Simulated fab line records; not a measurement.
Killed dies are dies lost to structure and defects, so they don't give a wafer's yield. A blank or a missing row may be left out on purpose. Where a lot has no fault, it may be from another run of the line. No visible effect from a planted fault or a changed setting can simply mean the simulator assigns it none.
Which tool did it? -- flow nand harc -- 13 lots with 37 wafers sampled at 5 steps, on a route of 1159 steps

## WHAT THE GAUGES SHOWED, per wafer
NHARC_A_SIN_REMOVE_INSPECT_04. Usual: raw defect count reads 292 (standard deviation 78).
lot,measured,on,raw defect count,flag
L149,day 14 21:58,defect inspect-02,268 274 239,
L150,day 15 11:19,defect inspect-01,172 168 227,
L153,day 15 11:19,defect inspect-02,255 486 280,
L154,day 15 14:07,defect inspect-02,255 202 201,
L151,day 15 14:05,defect inspect-01,296 249 287,
L156,day 16 19:58,defect inspect-01,334 319 339,
L159,day 17 06:41,defect inspect-02,226 243 262,
L160,day 17 06:41,defect inspect-01,176 208 330,
L158,day 17 06:43,defect inspect-01,214 337 352,
L167,day 18 21:06,defect inspect-02,302 206,
L166,day 19 02:32,defect inspect-02,313 330,
L170,day 19 08:17,defect inspect-01,253 201 233,
L172,day 20 18:47,defect inspect-02,429 299 433,

NHARC_END_SORT_01. Usual: killed at array 29, standard deviation 11; killed at other 0.7, standard deviation 1.1; killed at periphery 3.1, standard deviation 2; killed dies 33, standard deviation 11; killed open 3.5, standard deviation 1.8; killed short 2.0, standard deviation 1.4.
lot,measured,on,killed at array,killed at other,killed at periphery,killed dies,killed open,killed short,flag
L167,day 24 11:08,prober-02,12 677,2 0,4 0,18 677,7 1,0 1,OFF
L166,day 24 04:03,prober-01,49 676,0 0,5 1,54 677,2 3,2 2,OFF
L170,day 24 02:35,prober-02,673 18 29,2 0 1,2 4 4,677 22 34,4 4 4,2 0 2,OFF

## EACH LOT AND THE TOOL THAT RAN IT (in order: tool; ch and the chambers of the sampled wafers; start)
lot,NHARC_A_SLIT_ETCH_17,NHARC_A_WL_FILL_ETCHBACK_16,NHARC_A_WL_FILL_ALD_19
L149,"har etch-01 ch 0,1, day 14 11:40","rie diel-04 ch 1,3, day 15 15:37","ald metal-04 ch 1,2, day 15 20:59"
L150,"har etch-02 ch 0,1, day 15 01:38","rie diel-03 ch 1,2,3, day 16 03:11","ald metal-01 ch 0,1,3, day 16 09:01"
L153,"har etch-02 ch 0,1, day 15 02:50","rie diel-04 ch 0,1,3, day 16 03:09","ald metal-04 ch 0,2,3, day 16 08:58"
L154,"har etch-01 ch 0,1, day 15 04:02","rie diel-04 ch 0,1,3, day 16 11:43","ald metal-04 ch 0,2,3, day 16 17:12"
L151,"har etch-02 ch 0,1, day 15 04:16","rie diel-03 ch 0,3, day 16 08:40","ald metal-04 ch 0,2,3, day 16 14:30"
L156,"har etch-02 ch 0,1, day 16 09:40","rie diel-12 ch 1,2,3, day 17 14:52","ald metal-01 ch 0,1,3, day 17 20:23"
L159,"har etch-02 ch 0,1, day 16 19:52","rie diel-12 ch 0,1, day 18 02:39","ald metal-02 ch 0,2,3, day 18 08:26"
L160,"har etch-01 ch 0,1, day 16 21:15","rie diel-04 ch 1,2,3, day 17 23:29","ald metal-02 ch 0,2, day 18 05:28"
L158,"har etch-02 ch 0,1, day 16 21:33","rie diel-03 ch 0,1, day 18 03:17","ald metal-04 ch 2,3, day 18 08:26"
L167,"har etch-01 ch 0,1, day 18 13:16","rie diel-12 ch 1,2, day 19 12:44","ald metal-02 ch 1,2, day 19 18:35"
L166,"har etch-02 ch 0,1, day 18 16:36","rie diel-12 ch 1,2, day 19 22:53","ald metal-02 ch 0,2, day 20 04:33"
L170,"har etch-01 ch 0,1, day 18 23:41","rie diel-12 ch 0,1,2, day 19 23:14","ald metal-04 ch 0,1,3, day 20 04:34"
L172,"har etch-01 ch 0,1, day 20 08:28","rie diel-04 ch 1,2, day 21 11:44","ald metal-01 ch 1,2, day 21 15:46"
- NHARC_A_SLIT_ETCH_17: etches the open film in C4F8/O2/Ar, time 1687.5 s, target depth 10100 nm.
- NHARC_A_WL_FILL_ETCHBACK_16: etches the open film in C4F8/O2/Ar, target depth 88 nm, time 17.6 s.
- NHARC_A_WL_FILL_ALD_19: deposits TiN, target thk 2 nm, pulse time 3 s, ald cycles 100.

## WHAT THE TOOLS THEMSELVES READ (means of the sampled wafers that have a number; where no wafer has one, the mark that the record gives instead)
NHARC_A_SLIT_ETCH_17. Usual: chamber pressure mTorr 19.999 mTorr, standard deviation 0.019; drypump motor current A 5.6 A, standard deviation 0.54; showerhead plenum p Torr 3.68 Torr, standard deviation 0.062; throttle valve pct 32.045 %, standard deviation 0.0088.
lot,tool,chamber pressure mTorr (mTorr),drypump motor current A (A),showerhead plenum p Torr (Torr),throttle valve pct (%),flag
L149,har etch-01,19.992,5.3,3.70,32.049,
L150,har etch-02,20.000,5.5,3.67,32.048,
L153,har etch-02,20.010,5.9,3.65,32.046,
L154,har etch-01,20.001,5.5,3.74,32.051,
L151,har etch-02,20.012,5.5,3.67,32.045,
L156,har etch-02,20.007,5.5,3.67,32.042,
L159,har etch-02,19.999,5.9,3.64,32.039,
L160,har etch-01,19.989,5.4,3.69,32.051,
L158,har etch-02,20.001,5.9,3.64,32.050,
L167,har etch-01,19.980,5.5,3.70,32.044,
L166,har etch-02,19.996,5.7,3.64,32.043,
L170,har etch-01,20.018,5.4,3.67,32.034,
L172,har etch-01,20.000,5.5,3.71,32.050,

NHARC_A_WL_FILL_ETCHBACK_16. Usual: chamber pressure mTorr 24.999 mTorr, standard deviation 0.022; oes product au 0.994 a.u., standard deviation 0.024; rf vpp V 723 V, standard deviation 4; run length s 38.9 s, standard deviation 0.43.
lot,tool,chamber pressure mTorr (mTorr),oes product au (a.u.),rf vpp V (V),run length s (s),flag
L149,rie diel-04,24.987,0.983,726,38.9,
L150,rie diel-03,25.017,0.997,725,39.2,
L153,rie diel-04,24.975,0.989,724,38.7,
L154,rie diel-04,25.007,0.924,724,38.7,
L151,rie diel-03,25.001,0.993,724,39.4,
L156,rie diel-12,24.996,1.002,722,38.8,
L159,rie diel-12,25.011,1.007,723,38.9,
L160,rie diel-04,24.994,0.995,724,38.9,
L158,rie diel-03,25.013,0.997,724,39.4,
L167,rie diel-12,25.025,1.004,722,34.2,OFF
L166,rie diel-12,24.995,1.002,722,33.8,OFF
L170,rie diel-12,24.992,1.008,724,35.5,OFF
L172,rie diel-04,25.010,0.992,720,39.0,

NHARC_A_WL_FILL_ALD_19. Usual: heater power w 1085 W, standard deviation 100; precursor pulse height rel 1.000, standard deviation 0.02.
lot,tool,heater power w (W),precursor pulse height rel,flag
L149,ald metal-04,1051,0.994,
L150,ald metal-01,1118,0.981,
L153,ald metal-04,1134,0.987,
L154,ald metal-04,1116,0.981,
L151,ald metal-04,1100,1.001,
L156,ald metal-01,1110,1.012,
L159,ald metal-02,1099,1.025,
L160,ald metal-02,1123,1.005,
L158,ald metal-04,1125,1.019,
L167,ald metal-02,1150,1.003,
L166,ald metal-02,1064,1.014,
L170,ald metal-04,1101,1.003,
L172,ald metal-01,1053,1.000,

## THE ANSWER, worked out from the rows above alone
Rule: take the mean of a lot's wafers that have a number; if it is more than 3 standard deviations from the usual mean, the lot is off. A lot without any number at a reading at which 4 lots or more have one is off too. The other lots that the step has rows for count as sound. After the gauges, taken in route order, come the tools' own readings; for these a lot's mean is taken, as printed above. At the first step where some lot is off, the reading lying furthest off is the one used; lots without a number count as furthest.
Off, at NHARC_END_SORT_01 on killed at array: L167, L166, L170. Neither off nor sound, because the step has no rows for them: L149, L150, L153, L154, L151, L156, L159, L160, L158, L172.
If a tool, at a process step before that reading, ran all the lots that are off and no sound lot after the first of them, it fits. The gauges at NHARC_END_SORT_01 aren't tried: what is off there is off at NHARC_A_WL_FILL_ETCHBACK_16 too, on other tools, and a gauge's error can't cause that. One fits: NHARC_A_WL_FILL_ETCHBACK_16 on rie diel-12. It ran no sound lot before its first lot that is off in this sample, so the start can't be narrowed down.

## WHAT THE SIMULATOR PUT IN
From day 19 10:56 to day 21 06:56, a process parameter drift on rie diel-12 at NHARC_A_WL_FILL_ETCHBACK_16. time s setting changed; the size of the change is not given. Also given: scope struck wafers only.
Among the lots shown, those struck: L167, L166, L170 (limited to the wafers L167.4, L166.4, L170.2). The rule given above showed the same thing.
